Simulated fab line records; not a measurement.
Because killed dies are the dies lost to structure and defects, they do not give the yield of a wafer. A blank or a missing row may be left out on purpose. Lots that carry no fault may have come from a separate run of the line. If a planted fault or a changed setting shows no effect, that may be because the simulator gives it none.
fab line records | flow n5-finfet
record lots=6 wafers=18 last-day=17
route steps=1938 shown BEOL_M2@914 BEOL_M4@1111 PASSIVATION@1936
lots that met no fault: from a run of the same line without faults
start-h: start of the lot's first displayed wafer, in hours after the record's first day | wait-h: hours from the lot's prior step to this one | " identical to the entry in the row above | L1.1+2: a single row standing in for several wafers | - no value, or no start given | * or withheld: withheld | < > ~ a bound
route shown NAME@n: NAME is a module with steps in the file, n the number in the route of the first one | usual: mean/standard deviation of fault-free wafers | same: alike in all rows | chamber/n: place in a boat | sites: each site's reading | _std_site: their standard deviation | _edge_site: the outer-site mean with the inner-site mean subtracted | radius-mm: for every site, how far away it sits from the centre of the wafer | mask NAME#n: copy n | behind: the last tool/chamber to shape the wafer | hold: what put the lot on hold/how long, in hours/how the hold closed | device: the n, p or np transistor that did not switch | end of line: tests of these same wafers at the route's end | step lacking rows: just its recipe | killed: count of dies lost to structure and defects at first sort (not the wafer's yield) | map: dies across one wafer; x = killed, . = not, _ = none there
set.NAME: setting as actually run; set.NAME@STEP: the setting as run at that earlier step | model.NAME: the simulator's own value behind a step, which no gauge read
a table for each step, a row for each wafer; lots at some steps of the route
services: when a tool's chamber went out of use (start-h, in hours from the record's first day, below 0 if earlier), for how many hours, and the reason
## steps
# step N5_BEOL_M2_SPUTTER_90
# recipe material=Cu target-thk-a=45 temp-c=-20 chamber-pressure-pa=0.07 power-w=withheld time-s=8.29
# step N5_BEOL_M2_ANNEAL_91
# recipe temp-c=400 time-s=240 ambient=vacuum
# usual heater-power-w=803/71
# same time-s=240
# columns lot.wafer tool chamber start-h wait-h heater-power-w
L127.3 pvd-sputter-01 - 185.86 0.0 847
L127.4 " - " " 842
L127.5 " - " " 868
L129.3 pvd-sputter-02 - 186.62 0.0 993
L129.5 " - " " 771
L129.6 " - " " 712
L130.3 pvd-sputter-01 - 187.70 0.0 837
L130.4 " - " " 713
L130.6 " - " " 866
L135.3 pvd-sputter-02 - 228.13 0.0 700
L135.5 " - " " 780
L135.6 " - " " 995
L138.3 pvd-sputter-01 - 232.79 0.0 824
L138.5 " - " " 861
L138.6 " - " " 720
L142.2 pvd-sputter-02 - 272.25 0.0 828
L142.4 " - " " 770
L142.5 " - " " 989
# step N5_BEOL_M2_SPUTTER_92
# recipe material=Cu target-thk-a=45 temp-c=-20 chamber-pressure-pa=0.07 power-w=withheld time-s=8.29
# step N5_BEOL_M2_ANNEAL_93
# recipe temp-c=400 time-s=240 ambient=vacuum
# usual heater-power-w=802/71
# same time-s=240
# columns lot.wafer tool chamber start-h wait-h heater-power-w
L127.3 pvd-sputter-01 - 186.08 0.0 837
L127.4 " - " " 840
L127.5 " - " " 840
L129.3 pvd-sputter-02 - 186.84 0.0 993
L129.5 " - " " 781
L129.6 " - " " 716
L130.3 pvd-sputter-01 - 187.92 0.0 873
L130.4 " - " " 704
L130.6 " - " " 866
L135.3 pvd-sputter-02 - 228.35 0.0 728
L135.5 " - " " 774
L135.6 " - " " 987
L138.3 pvd-sputter-01 - 233.01 0.0 802
L138.5 " - " " 873
L138.6 " - " " 721
L142.2 pvd-sputter-02 - 272.47 0.0 835
L142.4 " - " " 770
L142.5 " - " " 999
# step N5_BEOL_M2_SPUTTER_94
# recipe material=Cu target-thk-a=45 temp-c=-20 chamber-pressure-pa=0.07 power-w=withheld time-s=8.29
# usual throttle-valve-pct=30.0/1
# same time-s=8.29
# columns lot.wafer tool chamber start-h wait-h throttle-valve-pct
L127.3 pvd-sputter-01 - 186.22 0.1 30.6
L127.4 " - " " 28.3
L127.5 " - " " 30.2
L129.3 pvd-sputter-02 - 186.98 0.1 30.6
L129.5 " - " " 31.0
L129.6 " - " " 31.1
L130.3 pvd-sputter-01 - 188.06 0.1 30.3
L130.4 " - " " 31.2
L130.6 " - " " 30.5
L135.3 pvd-sputter-02 - 228.49 0.1 31.1
L135.5 " - " " 31.0
L135.6 " - " " 30.5
L138.3 pvd-sputter-01 - 233.15 0.1 28.1
L138.5 " - " " 30.5
L138.6 " - " " 31.4
L142.2 pvd-sputter-02 - 272.61 0.1 29.5
L142.4 " - " " 31.0
L142.5 " - " " 30.4
# step N5_BEOL_M2_ANNEAL_95
# recipe temp-c=400 time-s=240 ambient=vacuum
# usual heater-power-w=800/72
# same time-s=240
# columns lot.wafer tool chamber start-h wait-h heater-power-w
L127.3 pvd-sputter-01 - 186.30 0.0 834
L127.4 " - " " 823
L127.5 " - " " 823
L129.3 pvd-sputter-02 - 187.06 0.0 1013
L129.5 " - " " 780
L129.6 " - " " 695
L130.3 pvd-sputter-01 - 188.14 0.0 856
L130.4 " - " " 703
L130.6 " - " " 866
L135.3 pvd-sputter-02 - 228.57 0.0 701
L135.5 " - " " 784
L135.6 " - " " 974
L138.3 pvd-sputter-01 - 233.23 0.0 827
L138.5 " - " " 851
L138.6 " - " " 714
L142.2 pvd-sputter-02 - 272.69 0.0 822
L142.4 " - " " 775
L142.5 " - " " 980
# step N5_BEOL_M2_SPUTTER_96
# recipe material=Cu target-thk-a=45 temp-c=-20 chamber-pressure-pa=0.07 power-w=withheld time-s=8.29
# step N5_BEOL_M2_ECD_50
# recipe material=Cu target-thk-a=3000
# step N5_BEOL_M2_ANNEAL_51
# recipe temp-c=225 time-s=90 ambient=N2
# usual wafer_temp_C_max=225.95/0.28
# same time-s=90
# columns lot.wafer tool chamber start-h wait-h wafer_temp_C_max
L127.3 rtp-anneal-02 0 186.72 0.1 226.00
L127.4 " 0 " " 225.40
L127.5 " 0 " " 225.70
L129.3 rtp-anneal-02 0 187.49 0.1 225.93
L129.5 " 0 " " 225.59
L129.6 " 0 " " 226.08
L130.3 rtp-anneal-02 0 188.78 0.4 225.96
L130.4 " 0 " " 226.05
L130.6 " 0 " " 225.84
L135.3 rtp-anneal-01 0 228.99 0.1 226.41
L135.5 " 0 " " 226.12
L135.6 " 0 " " 226.10
L138.3 rtp-anneal-01 0 233.74 0.2 226.40
L138.5 " 0 " " 226.63
L138.6 " 0 " " 226.23
L142.2 rtp-anneal-01 0 273.08 0.1 225.79
L142.4 " 0 " " 226.35
L142.5 " 0 " " 226.34
# step N5_BEOL_M2_CMP_52
# recipe stop-on=SiOC t-overpolish-s=6.8 down-force-psi=1 platen-rpm=50 clearing-platen-down-force-psi=1.5 clearing-platen-rpm=50 post-cmp-clean=cu-alkaline target-thk-nm=40 clearing-platen-pad-velocity-m-s=0.99484 pad-velocity-m-s=0.99484
# step N5_BEOL_M2_THK_MEAS_53
# recipe thk-meas-gauge=xrf reads=Cu_of_BEOL_M2_ECD_50
# usual M2_THK=40.4/1.4
# columns lot.wafer tool chamber start-h wait-h M2_THK[nm]
L127.3 film-metro-01 - 187.22 - 39.3
L127.4 " - " " 39.7
L127.5 " - " " 38.3
L129.3 film-metro-01 - 187.99 - 39.3
L129.5 " - " " 38.2
L129.6 " - " " 39.9
L130.3 film-metro-01 - 189.46 - 41.0
L130.4 " - " " 40.1
L130.6 " - " " 38.4
L135.3 film-metro-01 - 229.49 - 38.5
L135.5 " - " " 42.3
L135.6 " - " " 40.2
L138.3 film-metro-01 - 234.27 - 40.4
L138.5 " - " " 40.1
L138.6 " - " " 40.2
L142.2 film-metro-02 - 273.62 - 39.7
L142.4 " - " " 40.8
L142.5 " - " " 41.2
# step N5_BEOL_M2_PRE_CLEAN_60
# recipe gas=NH3/H2 time-s=15 temp-c=* rf-power-w=300
# step N5_BEOL_M2_CO_CAP_55
# recipe material=Co target-thk-a=20 temp-c=200 precursor=CCTBA/H2 pressure-torr=30 time-s=102.1
# usual chamber-pressure-Torr=30.01/0.062 heater-power-outer-w=119/9.8 heater-power-w=243/20 time-s=102.1/0
# columns lot.wafer tool chamber start-h wait-h chamber-pressure-Torr heater-power-outer-w heater-power-w time-s
L127.3 cvd-co-01 1 187.30 0.0 - - - -
L127.4 " 1 " " - - - -
L127.5 " 0 " " - - - -
L129.3 cvd-co-01 2 188.17 0.0 - - - -
L129.5 " 2 " " - - - -
L129.6 " 0 " " - - - -
L130.3 cvd-co-01 2 189.54 0.0 30.17 129 247 102.1
L130.4 " 0 " " 29.94 100 213 102.1
L130.6 " 1 " " 30.04 115 242 102.1
L135.3 cvd-co-02 1 229.57 0.0 30.08 124 283 102.1
L135.5 " 2 " " 29.89 129 218 102.1
L135.6 " 1 " " 30.02 126 273 102.1
L138.3 cvd-co-02 0 234.35 0.0 29.99 122 262 102.1
L138.5 " 0 " " 29.90 122 257 102.1
L138.6 " 1 " " 29.95 125 273 102.1
L142.2 cvd-co-02 1 273.70 0.0 30.00 125 276 102.1
L142.4 " 2 " " 29.95 130 231 102.1
L142.5 " 0 " " 29.92 121 265 102.1
# step N5_BEOL_M2_PRE_CLEAN_56
# recipe gas=NH3 time-s=15 temp-c=withheld rf-power-w=300
# step N5_BEOL_M4_RC_MEAS_101
# usual DIBL_N=36.3/1.7 DIBL_P=36.0/1.9 IOFF_N=0.156/0.028 IOFF_P=0.21/0.036 ION_N=675/11 ION_P=463/7.8 SS_N=71.6/0.59 SS_P=73.2/0.63 VT_N=250/3.1 VT_P=-251/3.4
# columns lot.wafer tool chamber start-h wait-h DIBL_N[mV/V] DIBL_P[mV/V] IOFF_N[nA/um] IOFF_P[nA/um] ION_N[uA/um] ION_P[uA/um] SS_N[mV/dec] SS_P[mV/dec] VT_N[mV] VT_P[mV]
L127.3 prober-01 0 204.65 0.3 36.5 35.9 0.151 0.19 671 456 71.3 72.3 253 -251
L127.4 " 0 " " 37.8 37.6 0.189 0.22 676 460 71.9 74.0 249 -249
L127.5 " 0 " " 35.8 34.9 0.156 0.18 669 457 71.3 72.4 249 -252
L129.3 prober-02 0 204.98 0.3 36.6 37.1 0.172 0.22 694 474 71.5 73.4 248 -250
L129.5 " 0 " " 35.8 34.4 0.153 0.18 661 454 72.0 72.6 247 -251
L129.6 " 0 " " 34.4 34.1 0.126 0.17 668 454 71.3 73.1 252 -255
L130.3 prober-02 0 210.09 0.3 36.9 35.4 0.169 0.21 687 470 71.5 72.6 245 -249
L130.4 " 0 " " 37.0 36.3 0.176 0.22 679 469 71.4 73.5 247 -247
L130.6 " 0 " " 36.1 34.5 0.153 0.19 677 464 71.3 72.9 250 -248
L135.3 prober-02 0 248.62 0.3 35.5 36.9 0.142 0.18 672 455 71.6 72.8 254 -253
L135.5 " 0 " " 36.5 37.8 0.150 0.19 669 459 71.2 74.1 255 -253
L135.6 " 0 " " 38.2 39.8 0.205 0.23 685 463 72.3 73.4 248 -251
L138.3 prober-02 0 261.38 0.3 34.2 36.3 0.128 0.20 673 469 71.2 73.0 253 -250
L138.5 " 0 " " 31.7 32.2 0.095 0.15 653 454 70.3 71.8 258 -256
L138.6 " 0 " " 36.7 39.0 0.169 0.23 669 465 72.0 73.6 250 -252
L142.2 prober-01 0 298.89 0.2 35.6 33.2 0.121 0.18 673 459 71.5 72.8 254 -252
L142.4 " 0 " " 36.3 36.1 0.139 0.22 681 472 71.4 72.8 254 -248
L142.5 " 0 " " 38.0 37.4 0.165 0.24 673 470 71.2 73.8 251 -249
# step N5_PASSIVATION_PROBE_49
# usual defect-limited-yield=91.5/1.5 killed_at_M0_to_M3=30/11 killed_at_M4_up=13/4.9 killed-at-contacts=14/6.5 killed-at-front-end=40/11 killed-at-other=3.3/2.7 killed-dies=100/18 killed-open=67/14 killed-short=32/7.8 sort_bin_5_function=5.0/0.97 sort_bin_6_memory=3.2/0.75 sort-n-pass=1080/18 sort-yield-pct=91.5/1.5
# same gross-dies=1180 killed-at-back-side=0 sort_bin_4_leakage[%]=0 sort_bin_8_speed[%]=0
# columns lot.wafer tool chamber start-h wait-h defect-limited-yield[%] killed_at_M0_to_M3 killed_at_M4_up killed-at-contacts killed-at-front-end killed-at-other killed-dies killed-open killed-short sort_bin_5_function[%] sort_bin_6_memory[%] sort-n-pass sort-yield-pct[%]
L127.3 prober-02 - 316.29 0.1 91.3 46 8 14 30 5 103 67 35 5.0 3.6 1077 91.3
L127.4 prober-02 - 316.34 0.2 90.2 25 11 20 52 8 116 79 27 5.6 3.3 1064 90.2
L127.5 prober-02 - 316.39 0.2 90.1 35 11 26 40 5 117 80 36 6.0 3.6 1063 90.1
L130.3 prober-01 - 327.11 0.1 92.5 30 13 10 29 6 88 57 31 4.2 3.1 1092 92.5
L130.4 prober-01 - 327.16 0.2 91.1 24 21 9 49 2 105 60 40 5.4 2.4 1075 91.1
L130.6 prober-01 - 327.26 0.3 92.5 20 7 20 36 5 88 60 28 4.2 2.8 1092 92.5
L142.2 prober-01 - 399.02 0.1 91.9 40 4 16 28 7 95 67 28 5.3 2.5 1085 91.9
L142.4 prober-01 - 399.12 0.2 93.8 27 7 8 31 0 73 46 27 4.0 2.0 1107 93.8
L142.5 prober-01 - 399.17 0.2 93.0 31 11 17 20 4 83 58 23 4.6 2.5 1097 93.0
# killed by level:class
L127.3 MOL_CONTACT_COAG:geometric-particle:open=11 BEOL_M0_SAQP:geometric-particle:open=11 BEOL_M3:geometric-particle:open=10 FIN_SAQP:geometric-particle:short=9 BEOL_M2:geometric-particle:open=9 BEOL_M0_SAQP:geometric-particle:short=7 FIN_SAQP:geometric-particle:open=6 BEOL_M1:geometric-particle:open=5
L127.4 MOL_CONTACT_COAG:geometric-particle:open=15 STI_FIN_REVEAL:geometric-particle:open=15 BEOL_M3:geometric-particle:open=10 HKMG_FIN:area-etch=10 FIN_SAQP:geometric-particle:open=9 BEOL_M0_SAQP:geometric-particle:short=7 MIM_TOP_ETCH:geometric-particle:open=7 STI_FIN_REVEAL:geometric-particle:short=5
L127.5 MOL_CONTACT_COAG:geometric-particle:open=20 FIN_SAQP:geometric-particle:open=12 BEOL_M2:geometric-particle:open=9 BEOL_M0_SAQP:geometric-particle:short=9 BEOL_M3:geometric-particle:open=8 STI_FIN_REVEAL:geometric-particle:open=6 GATE_CUT:geometric-particle:short=6 MOL_CONTACT_COAG:geometric-particle:short=6
L130.3 BEOL_M2:geometric-particle:open=11 FIN_SAQP:geometric-particle:short=9 MOL_CONTACT_COAG:geometric-particle:open=9 BEOL_M1:geometric-particle:open=5 BEOL_M4:geometric-particle:open=5 FIN_SAQP:geometric-particle:open=4 STI_FIN_REVEAL:geometric-particle:open=4 BEOL_M0_SAQP:geometric-particle:short=4
L130.4 FIN_SAQP:geometric-particle:short=11 BEOL_M4:geometric-particle:open=8 STI_FIN_REVEAL:geometric-particle:open=7 DUMMY_GATE:geometric-particle:open=7 BEOL_M2:geometric-particle:open=7 MOL_CONTACT_COAG:geometric-particle:open=6 BEOL_M0_SAQP:geometric-particle:short=5 STARTING-WAFER:geometric-particle:open=5
L130.6 STI_FIN_REVEAL:geometric-particle:open=14 MOL_CONTACT_COAG:geometric-particle:open=14 BEOL_M2:geometric-particle:open=11 MOL_CONTACT_COAG:geometric-particle:short=6 FIN_SAQP:geometric-particle:short=4 SPACER0:geometric-particle:open=3 BEOL_M0_SAQP:geometric-particle:short=3 BEOL_M4:geometric-particle:open=3
L142.2 MOL_CONTACT_COAG:geometric-particle:open=13 BEOL_M3:geometric-particle:open=11 BEOL_M1:geometric-particle:open=11 STI_FIN_REVEAL:geometric-particle:open=7 BEOL_M0_SAQP:geometric-particle:short=7 STI_FIN_REVEAL:geometric-particle:short=6 FIN_SAQP:geometric-particle:open=4 BEOL_M1:geometric-particle:short=4
L142.4 BEOL_M3:geometric-particle:open=14 FIN_SAQP:geometric-particle:short=6 MOL_CONTACT_COAG:geometric-particle:open=6 FIN_SAQP:geometric-particle:open=5 BEOL_M1:geometric-particle:open=4 BEOL_M4:geometric-particle:open=4 GATE_CUT:geometric-particle:short=4 STARTING-WAFER:geometric-particle:short=4
L142.5 MOL_CONTACT_COAG:geometric-particle:open=16 BEOL_M1:geometric-particle:open=12 BEOL_M3:geometric-particle:open=8 STI_FIN_REVEAL:geometric-particle:open=5 FIN_SAQP:geometric-particle:short=4 BEOL_M0_SAQP:geometric-particle:open=4 DUMMY_GATE:geometric-particle:open=3 STARTING-WAFER:geometric-particle:short=3
## services
# columns tool chamber start-h hours kind
cvd-co-01 - 210.25 2.8 pm
cvd-co-02 - 231.13 0.6 repair
cvd-co-02 1 245.07 4.7 repair
## key
first-sign step=N5_BEOL_M2_CO_CAP_55 reading=tool-record direction=missing
effect none on later readings
met-at N5_BEOL_M2_CO_CAP_55
struck-wafers L127.3,L127.4,L127.5,L129.3,L129.5,L129.6
baseline-loss step=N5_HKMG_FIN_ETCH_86 wafers=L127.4
fault kind=skipped-step-whole tool=cvd-co-01 chamber=- onset-h=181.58 steps=N5_BEOL_M2_CO_CAP_55 scope=struck-lots-only
# baseline-loss: these wafers lose ten dies or more at that step, a loss of the line's own and not of a fault; the sort's usual values leave them out
